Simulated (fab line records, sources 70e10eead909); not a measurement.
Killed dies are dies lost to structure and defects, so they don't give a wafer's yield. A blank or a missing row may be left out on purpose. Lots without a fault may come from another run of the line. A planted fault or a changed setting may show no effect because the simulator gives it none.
A struck lot beside a sound one | flow nand_harc | 40 steps out of a route of 1159
Sound: wafers L496.1, L496.5, L496.6. Struck: wafers L489.4, L489.5. (L489.2 of the same lot was not struck and is left out.) The cause comes at the end.
At each step with rows: each side's tool, then ch and its chambers, then its first start. Under that, the readings that differ: sound wafers | struck wafers | difference of the means | sigmas: that difference in standard deviations of wafers without a fault.
alike: readings whose means differ by less than 2 such deviations, and words and numbers that are the same on both sides. not compared: withheld readings, readings that some wafer has no value for, bounds like >300 that may hide the same value, and numbers for which the record gives no deviation and whose values overlap.
The two part at a step that has a row with sigmas, a row that says differs or no value, or rows on one side only. Numbers that don't overlap but have no deviation are shown without sigmas and don't part them. A reading that every wafer of one side lacks parts them only if that side has two wafers or more.

NHARC_A_M0_OVL_MEAS_10: pitch 160 nm.
  sound on overlay-01, day 21 16:13; struck on overlay-01, day 20 04:47
  alike: overlay_x_nm, overlay_y_nm
NHARC_A_M0_INSPECT_11:
  sound on defect_inspect-02, day 21 16:14; struck on defect_inspect-01, day 20 04:50
  alike: raw_defect_count
then, 3 steps without rows for these wafers: NHARC_A_M0_DESCUM_14 (chemistry O2, time 3 s); NHARC_A_M0_ETCH_34 (etches the open film in N2/H2, target depth 40 nm, overetch 12 nm, time 43.94 s); NHARC_A_M0_ETCH_15 (etches the open film in C4F8/Ar, target depth 150 nm, overetch 15 nm, time 82.5 s).
NHARC_A_M0_CD_MEAS_16:
  sound on cd_sem-01, day 21 16:38; struck on cd_sem-02, day 20 05:11
  alike: cd_nm
then, 2 steps without rows for these wafers: NHARC_A_M0_STRIP_18 (strips in N2/H2); NHARC_A_M0_STRIP_19 (strips in post etch residue remover, time 600 s).
NHARC_A_M0_DEGAS_28: time 60 s.
  sound on pvd_sputter-03, day 21 17:16; struck on pvd_sputter-02, day 20 05:49
  alike: heater_power_w
NHARC_A_M0_PRE_CLEAN_29: time 30 s.
  sound on pvd_sputter-03; struck on pvd_sputter-02
  alike: heater_power_w
NHARC_A_M0_PVD_20: deposits TaN, target thk 5 nm, time 8.06 s.
  sound on pvd_sputter-03; struck on pvd_sputter-02
  alike: bias_v, cathode_dc_power_W, throttle_valve_pct
NHARC_A_M0_PVD_21: deposits Cu, target thk 30 nm, time 20.49 s.
  sound on pvd_sputter-03; struck on pvd_sputter-02
  alike: cathode_dc_power_W, throttle_valve_pct
NHARC_A_M0_ECD_22: material Cu, target thk 400 nm.
  sound on ecd_cu-01 ch 0,1, day 21 17:40; struck on ecd_cu-02 ch 0,1, day 20 06:11
then, 2 steps without rows for these wafers: NHARC_A_M0_ANNEAL_30 (time 90 s); NHARC_A_M0_CMP_23 (polishes, t overpolish 20 s, target thk 113.75 nm).
NHARC_A_M0_THK_MEAS_24: measures by xrf.
  sound on film_metro-01, day 21 18:40; struck on film_metro-01, day 20 07:14
  alike: thk_nm
then, 13 steps without rows for these wafers: NHARC_A_M0_SRD_25; NHARC_A_M0_PRE_CLEAN_31 (time 12 s); NHARC_A_M0_DEP_32 (deposits SiCN, target thk 30 nm); NHARC_A_M1_DEP_00 (deposits SiOC, target thk 182.5 nm); NHARC_A_M1_DEHYDRATE_01 (time 120 s); NHARC_A_M1_HMDS_02 (time 30 s); NHARC_A_M1_COAT_34 (time 65 s); NHARC_A_M1_COAT_03 (resist thk 90 nm); NHARC_A_M1_SOFTBAKE_04 (time 55 s); NHARC_A_M1_EBR_05; NHARC_A_M1_EXPOSE_06 (exposes mask A M1, target cd 120 nm); NHARC_A_M1_PEB_07 (peb time 65 s); NHARC_A_M1_DEVELOP_08 (develop time 35 s).
NHARC_A_M1_CD_MEAS_09: target cd 120 nm.
  sound on cd_sem-02 ch 0, day 21 20:04; struck on cd_sem-01 ch 0, day 20 09:05
  alike: cd_nm
NHARC_A_M1_OVL_MEAS_10: pitch 240 nm.
  sound on overlay-02, day 21 20:10; struck on overlay-02, day 20 09:11
  alike: overlay_x_nm, overlay_y_nm
NHARC_A_M1_DESCUM_14: chemistry O2, time 3 s.
  sound on rie_diel-08 ch 0,3, day 21 20:16; struck on rie_diel-08 ch 0,1, day 20 09:18
  alike: drypump_motor_current_A, mfc_ar_sccm, oes_product_au, rf_vpp_V, showerhead_plenum_p_Torr, throttle_valve_pct
  not compared: rf_hours_counter_h
then, 2 steps without rows for these wafers: NHARC_A_M1_ETCH_35 (etches the open film in N2/H2, target depth 40 nm, overetch 12 nm, time 43.94 s); NHARC_A_M1_ETCH_15 (etches the open film in C4F8/Ar, target depth 182.5 nm, time 91.2 s).
NHARC_A_M1_CD_MEAS_16:
  sound on cd_sem-03, day 21 20:34; struck on cd_sem-01, day 20 09:40
  alike: cd_nm
then, 4 steps without rows for these wafers: NHARC_A_M1_STRIP_18 (strips in N2/H2); NHARC_A_M1_ETCH_28 (etches the open film in CF4/N2, target depth 30 nm, time 72.99 s); NHARC_A_M1_STRIP_19 (strips in post etch residue remover, time 600 s); NHARC_A_M1_DEGAS_29 (time 60 s).
NHARC_END_SORT_01:
  the record has rows for the struck wafers here (prober-01 ch 0, day 22 01:51) and none for the sound ones

WHERE THEY PART
Only at NHARC_END_SORT_01, within this record.

WHY: what the simulator had put in
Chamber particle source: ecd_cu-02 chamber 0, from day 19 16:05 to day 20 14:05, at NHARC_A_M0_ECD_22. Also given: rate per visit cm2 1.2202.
